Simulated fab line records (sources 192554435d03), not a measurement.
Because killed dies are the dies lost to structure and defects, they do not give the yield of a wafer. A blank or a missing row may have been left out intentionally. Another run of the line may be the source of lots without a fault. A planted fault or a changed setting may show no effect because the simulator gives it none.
fab line records | flow n5_finfet
record lots=9 | wafers=27 | last_day=18
route steps=1938 shown BEOL_M5@1132 PASSIVATION@1936
lots that met no fault: taken from a fault-free run of the same line
start_h: start of the lot's first displayed wafer, in hours after the record's first day | wait_h: hours elapsed since this lot's preceding step | " unchanged from the row above | L1.1+2: a row that stands for several wafers | - value missing, or start not given | * or withheld: withheld | < > ~ a bound
route shown NAME@n: names a module that has steps shown in the file, with the first one's number in the route | usual: mean and standard deviation over wafers with no fault | same: alike in all rows | chamber/n: place in a boat | sites: the reading at each site | _std_site: how widely they spread, as a standard deviation | _edge_site: mean of outer sites minus mean of inner sites | radius_mm: for every site, how far away it sits from the centre of the wafer | mask NAME#n: copy n | behind: tool/chamber where the wafer was last shaped | hold: what put the lot on hold/how long, in hours/how the hold closed | device: the transistor (n, p or np) that didn't switch | end of line: the route-end tests of the same wafers | step lacking rows: just its recipe | killed: not the wafer's yield, but the dies lost to structure and defects at the first sort | map: per-die view of a wafer (x killed, . not killed, _ where there is no die)
set.NAME: the setting the step ran with; set.NAME@STEP: the setting that earlier step ran with | model.NAME: the simulator's own value behind a step, which no gauge read
route steps across a sampled set of lots; one table per step, one row per wafer
services: a tool's chamber out of use, with start hour (start_h, from the record's first day; less than 0 if before it), hours out, and reason
## steps
# step N5_BEOL_M5_ETCH_62
# recipe chemistry=N2/H2 | target=SOC | target_depth_a=750 | overetch_a=150 | mask_material=SiARC | temp_c=40 | time_s=112.5 | ion_energy_ev=200 | pressure_mtorr=30 | source_w=840 | bias_w=150 | n2_flow_sccm=200 | h2_flow_sccm=200
# usual drypump_motor_current_A=5.5/0.35 | oes_product_au=0.63/0.065 | rf_fwd_power_W=836.4/2.6 | rf_vpp_V=524.0/2.5 | showerhead_plenum_p_Torr=2.55/0.086 | throttle_valve_pct=17.84/0.19
lot.wafer | tool        | chamber | start_h | wait_h | drypump_motor_current_A | oes_product_au | rf_fwd_power_W | rf_hours_counter_h | rf_vpp_V | showerhead_plenum_p_Torr | throttle_valve_pct
L483.1    | rie_diel-02 | 1       | 172.73  | 0.0    | 5.8                     | 0.57           | 835.0          | 232                | 525.1    | 2.62                     | 17.85
L483.4    | "           | 0       | "       | "      | 5.4                     | 0.62           | 837.2          | 103                | 522.0    | 2.46                     | 17.83
L483.5    | "           | 2       | "       | "      | 6.0                     | 0.59           | 839.1          | -                  | 526.0    | 2.54                     | 17.90
L485.1    | rie_diel-02 | 0       | 196.77  | 0.0    | 5.4                     | 0.62           | 835.0          | 107                | 521.9    | 2.45                     | 17.84
L485.4    | "           | 1       | "       | "      | 5.8                     | 0.56           | 842.2          | -                  | 525.4    | 2.62                     | 17.86
L485.5    | "           | 0       | "       | "      | 5.4                     | 0.63           | 832.7          | -                  | 521.3    | 2.45                     | 17.84
L486.2    | rie_diel-02 | 3       | 199.29  | 0.0    | 5.2                     | 0.57           | 840.1          | 212                | 522.8    | 2.52                     | 17.73
L486.5    | "           | 3       | "       | "      | 5.2                     | 0.56           | 837.5          | -                  | 523.4    | 2.52                     | 17.72
L486.6    | "           | 0       | "       | "      | 5.4                     | 0.62           | 835.5          | -                  | 520.5    | 2.45                     | 17.84
L488.2    | rie_diel-02 | 2       | 199.52  | 0.0    | 6.0                     | 0.58           | 833.0          | 168                | 525.5    | 2.54                     | 17.94
L488.5    | "           | 0       | "       | "      | 5.4                     | 0.61           | 835.6          | -                  | 521.1    | 2.45                     | 17.84
L488.6    | "           | 3       | "       | "      | 5.2                     | 0.57           | 836.2          | -                  | 522.8    | 2.52                     | 17.72
L493.1    | rie_diel-04 | 3       | 270.86  | 0.0    | 5.6                     | 0.67           | 835.7          | 84                 | 521.9    | 2.46                     | 17.46
L493.2    | "           | 2       | "       | "      | 5.8                     | 0.73           | 838.2          | 14                 | 529.8    | 2.71                     | 17.89
L493.6    | "           | 2       | "       | "      | 5.8                     | 0.75           | 835.8          | -                  | 528.9    | 2.71                     | 17.89
L495.2    | rie_diel-02 | 1       | 274.73  | 0.0    | 5.9                     | 0.75           | 839.0          | 3                  | 525.5    | 2.61                     | 17.49
L495.4    | "           | 0       | "       | "      | 5.4                     | 0.61           | 836.5          | 132                | 520.4    | 2.44                     | 17.88
L495.5    | "           | 2       | "       | "      | 6.0                     | 0.57           | 835.4          | -                  | 523.5    | 2.53                     | 17.96
L499.1    | rie_diel-04 | 3       | 296.81  | 0.0    | 5.6                     | 0.66           | 838.1          | 90                 | 521.5    | 2.46                     | 17.47
L499.4    | "           | 0       | "       | "      | 5.1                     | 0.70           | 838.2          | 34                 | 521.3    | 2.48                     | 17.94
L499.6    | "           | 0       | "       | "      | 5.1                     | 0.71           | 837.6          | -                  | 522.1    | 2.48                     | 17.95
L497.3    | rie_diel-04 | 2       | 297.03  | 0.0    | 5.8                     | 0.71           | 841.4          | 22                 | 528.6    | 2.71                     | 17.89
L497.5    | "           | 1       | "       | "      | 5.2                     | 0.57           | 835.5          | -                  | 522.9    | 2.53                     | 17.62
L497.6    | "           | 2       | "       | "      | 5.8                     | 0.71           | 841.5          | -                  | 528.1    | 2.71                     | 17.90
L501.3    | rie_diel-02 | 0       | 306.71  | 0.0    | 5.4                     | 0.60           | 833.0          | 142                | 520.8    | 2.44                     | 17.89
L501.4    | "           | 3       | "       | "      | 5.2                     | 0.55           | 833.5          | 245                | 523.1    | 2.50                     | 17.78
L501.5    | "           | 2       | "       | "      | 6.0                     | 0.57           | 829.3          | -                  | 523.3    | 2.52                     | 17.99
# step N5_BEOL_M5_OVL_MEAS_29
# recipe points_per_wafer=522
# usual V4_OVL=-0.2/0.69
lot.wafer | tool       | chamber | start_h | wait_h | V4_OVL[nm]
L483.1    | overlay-01 | 0       | 175.13  | 0.0    | -0.1
L483.4    | "          | 0       | "       | "      | 0.2
L483.5    | "          | 0       | "       | "      | 0.3
L485.1    | overlay-01 | 0       | 198.44  | 0.0    | 0.7
L485.4    | "          | 0       | "       | "      | 0.5
L485.5    | "          | 0       | "       | "      | -0.2
L488.2    | overlay-02 | 0       | 203.22  | 0.0    | -0.7
L488.5    | "          | 0       | "       | "      | -0.8
L488.6    | "          | 0       | "       | "      | -0.6
L486.2    | overlay-01 | 0       | 203.27  | 0.0    | -0.2
L486.5    | "          | 0       | "       | "      | 0.5
L486.6    | "          | 0       | "       | "      | -1.1
L493.1    | overlay-02 | 0       | 273.13  | 0.0    | -0.7
L493.2    | "          | 0       | "       | "      | -0.6
L493.6    | "          | 0       | "       | "      | -0.8
L495.2    | overlay-01 | 0       | 276.45  | 0.0    | -0.3
L495.4    | "          | 0       | "       | "      | -1.1
L495.5    | "          | 0       | "       | "      | -0.2
L499.1    | overlay-01 | 0       | 299.44  | 0.0    | 0.6
L499.4    | "          | 0       | "       | "      | 0.5
L499.6    | "          | 0       | "       | "      | 0.2
L497.3    | overlay-01 | 0       | 301.02  | 0.0    | 0.3
L497.5    | "          | 0       | "       | "      | -0.8
L497.6    | "          | 0       | "       | "      | -0.7
L501.3    | overlay-02 | 0       | 311.50  | 0.0    | -1.4
L501.4    | "          | 0       | "       | "      | -0.8
L501.5    | "          | 0       | "       | "      | -1.1
# step N5_BEOL_M5_ETCH_68
# recipe chemistry=N2/H2 | target=SOC | target_depth_a=800 | overetch_a=160 | mask_material=SiARC | temp_c=40 | time_s=120 | ion_energy_ev=200 | pressure_mtorr=30 | source_w=840 | bias_w=150 | n2_flow_sccm=200 | h2_flow_sccm=200
# usual drypump_motor_current_A=5.4/0.33 | oes_product_au=0.62/0.067 | rf_fwd_power_W=835.3/2.6 | rf_vpp_V=523.5/2.5 | run_length_s=143.1/0.55 | showerhead_plenum_p_Torr=2.53/0.084 | throttle_valve_pct=17.78/0.2
lot.wafer | tool        | chamber | start_h | wait_h | drypump_motor_current_A | oes_product_au | rf_fwd_power_W | rf_hours_counter_h | rf_vpp_V | run_length_s | showerhead_plenum_p_Torr | throttle_valve_pct
L483.1    | rie_diel-02 | 1       | 175.30  | 0.0    | 5.8                     | 0.55           | 839.2          | 232                | 524.4    | 143.7        | 2.62                     | 17.84
L483.4    | "           | 0       | "       | "      | 5.4                     | 0.61           | 834.9          | 104                | 522.5    | 142.6        | 2.46                     | 17.82
L483.5    | "           | 1       | "       | "      | 5.8                     | 0.55           | 837.7          | -                  | 525.4    | 143.5        | 2.62                     | 17.87
L485.1    | rie_diel-04 | 0       | 199.14  | 0.0    | 5.1                     | 0.73           | 841.8          | 6                  | 521.9    | 142.8        | 2.49                     | 17.87
L485.4    | "           | 3       | "       | "      | 5.6                     | 0.66           | 841.8          | -                  | 523.0    | 143.5        | 2.47                     | 17.45
L485.5    | "           | 0       | "       | "      | 5.1                     | 0.73           | 836.0          | -                  | 523.3    | 142.9        | 2.49                     | 17.88
L488.2    | rie_diel-06 | 3       | 203.42  | 0.0    | 5.8                     | 0.71           | 838.7          | 24                 | 523.0    | 143.6        | 2.49                     | 17.80
L488.5    | "           | 3       | "       | "      | 5.9                     | 0.70           | 837.8          | -                  | 522.6    | 143.8        | 2.49                     | 17.80
L488.6    | "           | 0       | "       | "      | 5.3                     | 0.57           | 834.2          | -                  | 523.0    | 143.1        | 2.54                     | 18.09
L486.2    | rie_diel-04 | 1       | 203.46  | 0.0    | 5.2                     | 0.58           | 832.2          | 144                | 523.9    | 142.8        | 2.55                     | 17.57
L486.5    | "           | 0       | "       | "      | 5.1                     | 0.74           | 836.8          | -                  | 523.4    | 143.1        | 2.49                     | 17.90
L486.6    | "           | 1       | "       | "      | 5.2                     | 0.57           | 835.8          | -                  | 523.9    | 142.9        | 2.55                     | 17.58
L493.1    | rie_diel-04 | 3       | 273.31  | 0.0    | 5.6                     | 0.64           | 835.5          | 84                 | 520.5    | 143.5        | 2.46                     | 17.47
L493.2    | "           | 1       | "       | "      | 5.1                     | 0.54           | 834.6          | 166                | 523.9    | 148.9        | 2.54                     | 17.60
L493.6    | "           | 1       | "       | "      | 5.2                     | 0.56           | 839.3          | -                  | 523.7    | 143.0        | 2.54                     | 17.61
L495.2    | rie_diel-04 | 3       | 276.98  | 0.0    | 5.6                     | 0.62           | 835.2          | 85                 | 520.9    | 150.5        | 2.46                     | 17.47
L495.4    | "           | 0       | "       | "      | 5.2                     | 0.69           | 836.8          | 30                 | 521.7    | 142.9        | 2.48                     | 17.93
L495.5    | "           | 3       | "       | "      | 5.6                     | 0.64           | 839.5          | -                  | 521.4    | 143.7        | 2.46                     | 17.47
L499.1    | rie_diel-06 | 1       | 299.61  | 0.0    | 4.9                     | 0.57           | 836.1          | 181                | 525.1    | 142.4        | 2.63                     | 18.00
L499.4    | "           | 3       | "       | "      | 5.9                     | 0.68           | 835.5          | 45                 | 523.4    | 143.2        | 2.48                     | 17.84
L499.6    | "           | 1       | "       | "      | 4.9                     | 0.57           | 833.6          | -                  | 525.3    | 142.2        | 2.63                     | 17.98
L497.3    | rie_diel-02 | 0       | 301.18  | 0.0    | 5.4                     | 0.58           | 838.7          | 140                | 520.7    | 142.7        | 2.44                     | 17.89
L497.5    | "           | 1       | "       | "      | 5.8                     | 0.70           | 837.6          | -                  | 525.5    | 143.3        | 2.61                     | 17.49
L497.6    | "           | 2       | "       | "      | 6.0                     | 0.55           | 833.5          | -                  | 523.2    | 142.8        | 2.52                     | 17.99
L501.3    | rie_diel-02 | 2       | 312.10  | 0.0    | 6.1                     | 0.54           | 839.2          | 200                | 523.6    | 142.8        | 2.52                     | 17.98
L501.4    | "           | 0       | "       | "      | 5.4                     | 0.58           | 838.2          | 143                | 519.7    | 142.9        | 2.44                     | 17.88
L501.5    | "           | 0       | "       | "      | 5.4                     | 0.58           | 834.4          | -                  | 519.9    | 142.4        | 2.44                     | 17.90
# step N5_BEOL_M5_TRENCH_ETCH_37
# recipe chemistry=C4F6/O2 | target_depth_a=716.52 | target=SiCOH_lowk | time_s=24.7 | ion_energy_ev=250 | pressure_mtorr=30 | source_w=345 | bias_w=185 | Ar_flow_sccm=300 | C4F6_flow_sccm=10 | O2_flow_sccm=10
# usual O2_flow_sccm=10.00/0.03 | drypump_motor_current_A=5.4/0.32 | oes_product_au=0.82/0.092 | rf_fwd_power_W=339.4/1.7 | rf_vpp_V=663/6.1 | run_length_s=47.8/0.52 | showerhead_plenum_p_Torr=2.84/0.09 | throttle_valve_pct=20.88/0.21
lot.wafer | tool        | chamber | start_h | wait_h | O2_flow_sccm | drypump_motor_current_A | oes_product_au | rf_fwd_power_W | rf_hours_counter_h | rf_vpp_V | run_length_s | showerhead_plenum_p_Torr | throttle_valve_pct
L483.1    | rie_diel-02 | 1       | -       | -      | 9.95         | 5.8                     | 0.71           | 340.0          | 232                | 667      | 48.1         | 2.92                     | 20.83
L483.4    | "           | 0       | "       | "      | 9.98         | 5.4                     | 0.79           | 336.5          | 104                | 662      | 47.6         | 2.77                     | 20.93
L483.5    | "           | 1       | "       | "      | 9.98         | 5.8                     | 0.71           | 339.9          | -                  | 668      | 48.2         | 2.92                     | 20.83
L485.1    | rie_diel-04 | 0       | -       | -      | 9.96         | 5.1                     | 0.97           | 339.4          | 7                  | 653      | 48.1         | 2.79                     | 21.01
L485.4    | "           | 3       | "       | "      | 9.97         | 5.6                     | 0.87           | 338.3          | -                  | 661      | 48.5         | 2.78                     | 20.58
L485.5    | "           | 0       | "       | "      | 9.97         | 5.1                     | 0.96           | 341.2          | -                  | 655      | 47.5         | 2.79                     | 21.00
L488.2    | rie_diel-06 | 3       | -       | -      | 9.97         | 5.9                     | 0.93           | 339.1          | 24                 | 661      | 48.1         | 2.78                     | 20.82
L488.5    | "           | 3       | "       | "      | 10.00        | 5.9                     | 0.93           | 339.2          | -                  | 662      | 47.8         | 2.78                     | 20.82
L488.6    | "           | 0       | "       | "      | 9.99         | 5.3                     | 0.75           | 337.5          | -                  | 666      | 47.5         | 2.85                     | 21.33
L486.2    | rie_diel-04 | 1       | -       | -      | 10.01        | 5.2                     | 0.75           | 338.4          | 144                | 666      | 47.4         | 2.86                     | 20.67
L486.5    | "           | 0       | "       | "      | 10.02        | 5.1                     | 0.96           | 340.6          | -                  | 655      | 47.6         | 2.79                     | 20.99
L486.6    | "           | 1       | "       | "      | 10.00        | 5.1                     | 0.75           | 338.3          | -                  | 666      | 47.3         | 2.86                     | 20.66
L493.1    | rie_diel-04 | 3       | -       | -      | 9.98         | 5.6                     | 0.83           | 341.2          | 84                 | 661      | 48.5         | 2.77                     | 20.61
L493.2    | "           | 1       | "       | "      | 9.95         | 5.2                     | 0.73           | 339.3          | 166                | 666      | 47.3         | 2.85                     | 20.70
L493.6    | "           | 1       | "       | "      | 10.02        | 5.2                     | 0.73           | 338.8          | -                  | 666      | 47.2         | 2.85                     | 20.68
L495.2    | rie_diel-04 | 3       | -       | -      | 9.95         | 5.6                     | 0.84           | 341.4          | 86                 | 659      | 48.2         | 2.77                     | 20.61
L495.4    | "           | 0       | "       | "      | 10.01        | 5.1                     | 0.90           | 340.8          | 30                 | 655      | 48.2         | 2.78                     | 21.02
L495.5    | "           | 3       | "       | "      | 9.99         | 5.6                     | 0.82           | 340.3          | -                  | 660      | 48.7         | 2.77                     | 20.62
L499.1    | rie_diel-06 | 1       | -       | -      | 10.02        | 4.9                     | 0.74           | 340.2          | 181                | 674      | 47.1         | 2.95                     | 21.15
L499.4    | "           | 3       | "       | "      | 10.02        | 5.9                     | 0.88           | 340.0          | 45                 | 660      | 47.9         | 2.77                     | 20.84
L499.6    | "           | 1       | "       | "      | 9.97         | 4.9                     | 0.74           | 343.1          | -                  | 675      | 47.8         | 2.95                     | 21.16
L497.3    | rie_diel-02 | 0       | -       | -      | 10.05        | 5.4                     | 0.77           | 337.8          | 140                | 659      | 47.2         | 2.75                     | 20.99
L497.5    | "           | 1       | "       | "      | 10.03        | 5.8                     | 0.94           | 339.8          | -                  | 668      | 48.4         | 2.90                     | 20.54
L497.6    | "           | 2       | "       | "      | 10.01        | 6.0                     | 0.71           | 338.1          | -                  | 662      | 47.2         | 2.82                     | 21.02
L501.3    | rie_diel-02 | 2       | -       | -      | 9.98         | 6.0                     | 0.71           | 336.0          | 200                | 664      | 47.3         | 2.82                     | 21.03
L501.4    | "           | 0       | "       | "      | 10.00        | 5.4                     | 0.76           | 337.0          | 143                | 660      | 47.0         | 2.75                     | 21.00
L501.5    | "           | 0       | "       | "      | 9.96         | 5.4                     | 0.76           | 337.2          | -                  | 660      | 47.5         | 2.75                     | 21.00
# step N5_PASSIVATION_PROBE_49
# usual defect_limited_yield=91.2/1.2 | killed_at_M0_to_M3=34/9.9 | killed_at_M4_up=14/5.7 | killed_at_contacts=13/6.3 | killed_at_front_end=39/9.9 | killed_at_other=3.7/2.8 | killed_dies=104/15 | killed_open=68/12 | killed_short=34/6.7 | sort_bin_5_function=5.2/0.9 | sort_bin_6_memory=3.3/0.57 | sort_n_pass=1076/15 | sort_yield_pct=91.2/1.2
# same gross_dies=1180 | killed_at_back_side=0 | sort_bin_4_leakage[%]=0 | sort_bin_8_speed[%]=0
lot.wafer | tool      | chamber | start_h | wait_h | defect_limited_yield[%] | killed_at_M0_to_M3 | killed_at_M4_up | killed_at_contacts | killed_at_front_end | killed_at_other | killed_dies | killed_open | killed_short | sort_bin_5_function[%] | sort_bin_6_memory[%] | sort_n_pass | sort_yield_pct[%]
L486.2    | prober-02 | -       | 303.35  | 0.1    | 90.5                    | 38                 | 10              | 16                 | 43                  | 5               | 112         | 73          | 37           | 5.8                    | 3.6                  | 1068        | 90.5
L486.5    | prober-02 | -       | 303.50  | 0.2    | 88.8                    | 36                 | 10              | 20                 | 63                  | 3               | 132         | 87          | 44           | 6.9                    | 3.9                  | 1048        | 88.8
L486.6    | prober-02 | -       | 303.55  | 0.3    | 88.1                    | 49                 | 12              | 23                 | 48                  | 8               | 140         | 90          | 46           | 6.4                    | 4.9                  | 1040        | 88.1
L485.1    | prober-02 | -       | 303.60  | 0.1    | 89.6                    | 38                 | 12              | 15                 | 54                  | 4               | 123         | 90          | 30           | 6.5                    | 3.6                  | 1057        | 89.6
L485.4    | prober-02 | -       | 303.75  | 0.2    | 91.3                    | 25                 | 12              | 11                 | 40                  | 15              | 103         | 56          | 46           | 4.8                    | 3.6                  | 1077        | 91.3
L485.5    | prober-02 | -       | 303.80  | 0.3    | 91.4                    | 28                 | 11              | 7                  | 48                  | 8               | 102         | 73          | 29           | 4.5                    | 3.7                  | 1078        | 91.4
L495.2    | prober-01 | -       | 381.53  | 0.1    | 91.4                    | 30                 | 18              | 15                 | 39                  | 0               | 102         | 71          | 29           | 4.7                    | 3.5                  | 1078        | 91.4
L495.4    | prober-01 | -       | 381.63  | 0.2    | 90.9                    | 33                 | 16              | 9                  | 46                  | 3               | 107         | 66          | 37           | 4.6                    | 4.1                  | 1073        | 90.9
L495.5    | prober-01 | -       | 381.68  | 0.2    | 92.1                    | 30                 | 19              | 8                  | 35                  | 1               | 93          | 61          | 31           | 4.7                    | 2.7                  | 1087        | 92.1
L497.3    | prober-01 | -       | 410.68  | 0.1    | 91.9                    | 36                 | 12              | 9                  | 35                  | 4               | 96          | 68          | 26           | 5.1                    | 2.7                  | 1084        | 91.9
L497.5    | prober-01 | -       | 410.78  | 0.2    | 92.0                    | 28                 | 12              | 24                 | 24                  | 6               | 94          | 61          | 32           | 4.7                    | 3.1                  | 1086        | 92.0
L497.6    | prober-01 | -       | 410.83  | 0.3    | 91.5                    | 50                 | 8               | 13                 | 28                  | 1               | 100         | 63          | 36           | 4.6                    | 3.4                  | 1080        | 91.5
L501.3    | prober-01 | -       | 422.77  | 0.1    | 93.0                    | 30                 | 9               | 9                  | 34                  | 1               | 83          | 55          | 26           | 4.2                    | 2.5                  | 1097        | 93.0
L501.4    | prober-01 | -       | 422.82  | 0.2    | 90.4                    | 38                 | 18              | 11                 | 42                  | 4               | 113         | 64          | 48           | 6.2                    | 3.2                  | 1067        | 90.4
L501.5    | prober-01 | -       | 422.87  | 0.2    | 90.9                    | 38                 | 18              | 15                 | 31                  | 5               | 107         | 67          | 36           | 5.1                    | 3.7                  | 1073        | 90.9
# killed by level:class
L486.2 BEOL_M0_SAQP:geometric_particle:open=14 FIN_SAQP:geometric_particle:open=12 MOL_CONTACT_COAG:geometric_particle:open=11 BEOL_M0_SAQP:geometric_particle:short=10 BEOL_M1:geometric_particle:open=7 FIN_SAQP:geometric_particle:short=6 STI_FIN_REVEAL:geometric_particle:open=5 MOL_CONTACT_COAG:geometric_particle:short=5
L486.5 FIN_SAQP:geometric_particle:open=30 FIN_SAQP:geometric_particle:short=16 MOL_CONTACT_COAG:geometric_particle:open=16 BEOL_M0_SAQP:geometric_particle:open=15 BEOL_M0_SAQP:geometric_particle:short=11 BEOL_M1:geometric_particle:open=5 DUMMY_GATE:geometric_particle:open=4 MOL_CONTACT_COAG:geometric_particle:short=4
L486.6 BEOL_M0_SAQP:geometric_particle:open=22 MOL_CONTACT_COAG:geometric_particle:open=20 BEOL_M0_SAQP:geometric_particle:short=13 FIN_SAQP:geometric_particle:open=11 FIN_SAQP:geometric_particle:short=5 STARTING-WAFER:geometric_particle:open=5 BEOL_M1:geometric_particle:open=5 DUMMY_GATE:geometric_particle:open=4
L485.1 STI_FIN_REVEAL:geometric_particle:open=21 MOL_CONTACT_COAG:geometric_particle:open=13 BEOL_M2:geometric_particle:open=9 BEOL_M3:geometric_particle:open=9 BEOL_M1:geometric_particle:open=8 FIN_SAQP:geometric_particle:open=7 FIN_SAQP:geometric_particle:short=6 GATE_CUT:geometric_particle:short=6
L485.4 STI_FIN_REVEAL:geometric_particle:open=8 BEOL_M2:geometric_particle:open=7 GATE_CUT:geometric_particle:short=6 GATE_CUT:geometric_particle:open=6 MOL_CONTACT_COAG:geometric_particle:open=6 BEOL_M2:geometric_particle:short=6 STARTING-WAFER:geometric_particle:short=6 MOL_CONTACT_COAG:geometric_particle:short=5
L485.5 STI_FIN_REVEAL:geometric_particle:open=17 BEOL_M2:geometric_particle:open=12 MOL_CONTACT_COAG:geometric_particle:open=6 DUMMY_GATE:geometric_particle:open=6 GATE_CUT:geometric_particle:short=6 BEOL_M4:geometric_particle:open=6 FIN_SAQP:geometric_particle:open=5 STARTING-WAFER:geometric_particle:open=5
L495.2 STI_FIN_REVEAL:geometric_particle:open=14 MOL_CONTACT_COAG:geometric_particle:open=13 BEOL_M1:geometric_particle:open=11 BEOL_M4:geometric_particle:open=7 FIN_SAQP:geometric_particle:open=4 GATE_CUT:geometric_particle:short=4 BEOL_M0_SAQP:geometric_particle:short=4 BEOL_M3:geometric_particle:open=4
L495.4 FIN_SAQP:geometric_particle:short=8 STI_FIN_REVEAL:geometric_particle:open=8 FIN_SAQP:geometric_particle:open=7 BEOL_M0_SAQP:geometric_particle:short=7 MOL_CONTACT_COAG:geometric_particle:open=6 BEOL_M0:geometric_particle:open=6 BEOL_M1:geometric_particle:open=6 BEOL_M0_SAQP:geometric_particle:open=5
L495.5 STI_FIN_REVEAL:geometric_particle:open=11 BEOL_M4:geometric_particle:open=8 BEOL_M1:geometric_particle:open=6 MOL_CONTACT_COAG:geometric_particle:open=5 BEOL_M4:geometric_particle:short=5 GATE_CUT:geometric_particle:open=4 BEOL_M0_SAQP:geometric_particle:short=4 BEOL_M0:geometric_particle:open=4
L497.3 BEOL_M2:geometric_particle:open=10 BEOL_M4:geometric_particle:open=7 MOL_CONTACT_COAG:geometric_particle:open=7 STI_FIN_REVEAL:geometric_particle:open=6 DUMMY_GATE:geometric_particle:open=6 BEOL_M3:geometric_particle:open=6 FIN_SAQP:geometric_particle:open=5 BEOL_M0:geometric_particle:open=5
L497.5 MOL_CONTACT_COAG:geometric_particle:open=17 BEOL_M0_SAQP:geometric_particle:short=9 MOL_CONTACT_COAG:geometric_particle:short=7 BEOL_M0_SAQP:geometric_particle:open=7 STI_FIN_REVEAL:geometric_particle:open=6 BEOL_M4:geometric_particle:open=6 FIN_SAQP:geometric_particle:open=5 FIN_SAQP:geometric_particle:short=4
L497.6 BEOL_M0_SAQP:geometric_particle:short=17 MOL_CONTACT_COAG:geometric_particle:open=13 BEOL_M2:geometric_particle:open=9 BEOL_M3:geometric_particle:open=8 BEOL_M0_SAQP:geometric_particle:open=7 BEOL_M4:geometric_particle:open=6 FIN_SAQP:geometric_particle:open=5 FIN_SAQP:geometric_particle:short=5
L501.3 BEOL_M3:geometric_particle:open=10 STI_FIN_REVEAL:geometric_particle:open=9 MOL_CONTACT_COAG:geometric_particle:open=8 BEOL_M0_SAQP:geometric_particle:short=8 GATE_CUT:geometric_particle:short=7 DUMMY_GATE:geometric_particle:open=5 FIN_SAQP:geometric_particle:short=4 BEOL_M2:geometric_particle:open=4
L501.4 BEOL_M2:geometric_particle:open=10 FIN_SAQP:geometric_particle:short=9 GATE_CUT:geometric_particle:short=9 BEOL_M4:geometric_particle:open=9 MOL_CONTACT_COAG:geometric_particle:open=8 BEOL_M0_SAQP:geometric_particle:short=7 BEOL_M0_SAQP:geometric_particle:open=6 DUMMY_GATE:geometric_particle:open=4
L501.5 STI_FIN_REVEAL:geometric_particle:open=11 BEOL_M0_SAQP:geometric_particle:open=11 MOL_CONTACT_COAG:geometric_particle:open=11 BEOL_M0_SAQP:geometric_particle:short=9 BEOL_M1:geometric_particle:open=6 BEOL_M2:geometric_particle:open=5 BEOL_M4:geometric_particle:open=4 GATE_CUT:geometric_particle:short=4
## services
tool        | chamber | start_h | hours | kind
rie_diel-04 | 0       | 153.88  | -     | clean
rie_diel-04 | 0       | 153.88  | -     | consumable_replace:focus_ring
rie_diel-04 | 0       | 153.88  | 26.5  | scheduled_down
rie_diel-04 | 0       | 153.88  | 26.5  | vent_cycle
rie_diel-06 | -       | 154.09  | 14.6  | pm
rie_diel-04 | 2       | 180.35  | -     | clean
rie_diel-04 | 2       | 180.35  | -     | consumable_replace:focus_ring
rie_diel-04 | 2       | 180.35  | -     | consumable_replace:showerhead
rie_diel-04 | 2       | 180.35  | 21.4  | scheduled_down
rie_diel-04 | 2       | 180.35  | 21.4  | vent_cycle
rie_diel-02 | 0       | 191.13  | 3.1   | repair
rie_diel-02 | 2       | 193.27  | 4.3   | repair
rie_diel-06 | 1       | 198.84  | 10.4  | repair
rie_diel-06 | 2       | 209.57  | -     | clean
rie_diel-06 | 2       | 209.57  | -     | consumable_replace:focus_ring
rie_diel-04 | 2       | 219.67  | 1.4   | repair
rie_diel-04 | 2       | 236.89  | 15.1  | repair
rie_diel-02 | 1       | 242.96  | -     | clean
rie_diel-02 | 1       | 242.96  | -     | consumable_replace:focus_ring
rie_diel-02 | 1       | 242.96  | 20.4  | scheduled_down
rie_diel-02 | 1       | 242.96  | 20.4  | vent_cycle
rie_diel-06 | 2       | 250.86  | 1.7   | repair
rie_diel-02 | -       | 260.37  | 0.3   | repair
rie_diel-06 | 2       | 282.66  | 7.5   | repair
## key
first_sign step=N5_BEOL_M5_ETCH_68 | reading=run_length_s | direction=up | sigmas=12 | usual=* | struck=*
effect none on later readings
met_at N5_BEOL_M5_ETCH_68
struck_lots L493,L495
struck_wafers L493.2,L495.2
not_acting_at N5_BEOL_M5_ETCH_62,N5_BEOL_M5_OVL_MEAS_29,N5_BEOL_M5_TRENCH_ETCH_37
onset_between 203.46 273.31
fault kind=process_parameter_drift | tool=rie_diel-04 | chamber=- | onset_h=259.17 | steps=N5_BEOL_M5_ETCH_68 | channel=time_s | offset=* | shape=step | end_h=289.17 | scope=struck_wafers_only | acts_in=* | stated=*
